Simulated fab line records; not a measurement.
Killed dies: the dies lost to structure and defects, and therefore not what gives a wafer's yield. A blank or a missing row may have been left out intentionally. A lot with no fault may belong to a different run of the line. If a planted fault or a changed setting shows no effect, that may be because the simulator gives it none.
Which tool is to blame? -- flow n5-finfet -- 12 lots with 36 wafers sampled at 3 steps, on a route of 1938 steps

== WHAT THE GAUGES SHOWED, per wafer ==
N5_BEOL_M0_SAQP_CD_MEAS_40: the cd target is 30 nm.
lot,measured,on,cd-nm (nm)
L075,day 6 05:43,cd-sem-02,29.64 30.11 29.99
L077,day 6 10:12,cd-sem-03,30.12 29.64 29.92
L079,day 6 19:16,cd-sem-03,29.81 30.00 29.84
L081,day 7 09:28,cd-sem-01,30.08 30.06 29.82
L083,day 7 21:18,cd-sem-01,30.30 30.22 29.71
L085,day 8 10:40,cd-sem-02,30.01 30.46 30.15
L087,day 9 03:40,cd-sem-02,29.68 29.55 29.60
L089,day 9 11:40,cd-sem-01,30.24 29.50 29.79
L091,day 10 03:23,cd-sem-03,29.83 29.68 29.91
L093,day 10 17:26,cd-sem-03,30.03 30.07 30.25
L095,day 11 00:35,cd-sem-03,30.27 29.77 29.82
L097,day 11 12:43,cd-sem-03,29.84 30.22 29.86

== WHICH TOOL RAN EACH LOT (tool, then ch and the chambers of the sampled wafers, then the start) ==
lot,N5_BEOL_M0_SAQP_DESCUM_19,N5_BEOL_M0_SAQP_STRIP_86
L075,"rie-diel-01 ch 0,1,3, day 6 01:37","rie-diel-01 ch 0,2,3, day 6 01:59"
L077,"rie-diel-03 ch 1,2,3, day 6 06:10","rie-diel-03 ch 0,1, day 6 06:34"
L079,"rie-diel-02 ch 0,1,2, day 6 14:58","rie-diel-03 ch 0,1, day 6 15:29"
L081,"rie-diel-01 ch 1,2,3, day 7 05:50","rie-diel-01 ch 1,2,3, day 7 06:13"
L083,"rie-diel-01 ch 1,2, day 7 17:07","rie-diel-01 ch 0,1,3, day 7 17:29"
L085,"rie-diel-02 ch 1,2,3, day 8 06:41","rie-diel-03 ch 0,1,3, day 8 07:04"
L087,"rie-diel-03 ch 0,2,3, day 8 23:53","rie-diel-03 ch 1,3, day 9 00:16"
L089,"rie-diel-03 ch 0,2,3, day 9 07:34","rie-diel-01 ch 2,3, day 9 07:57"
L091,"rie-diel-01 ch 1,2,3, day 9 23:14","rie-diel-02 ch 1,3, day 9 23:39"
L093,"rie-diel-01 ch 0,1,3, day 10 13:36","rie-diel-02 ch 1,2,3, day 10 14:04"
L095,"rie-diel-03 ch 0,1,2, day 10 17:41","rie-diel-03 ch 1,2,3, day 10 18:03"
L097,"rie-diel-03 ch 0,1,2, day 11 07:14","rie-diel-02 ch 0,1,2, day 11 07:40"
- N5_BEOL_M0_SAQP_DESCUM_19: chemistry O2, time 7.9 s.
- N5_BEOL_M0_SAQP_STRIP_86: strips in N2/H2.

== THE ANSWER, worked out from the rows above alone ==
Rule: the lots themselves supply what counts as usual. Put in order of their means at a reading, lots are off if they are a third of the lots or fewer, leave a main group of 4 or more, and stand apart from it by a gap of 3 or more times the standard deviation of the main group's means; of several such gaps the widest counts. The tables above print the reading to a certain number of digits; a main group whose means all agree to those digits is not used. A lot without any number at a reading at which 4 lots or more have one is off too. Any other lot the step has rows for is counted as sound.
No lot is off on any of the readings shown, so nothing can be concluded from this.

== WHAT THE SIMULATOR PUT IN ==
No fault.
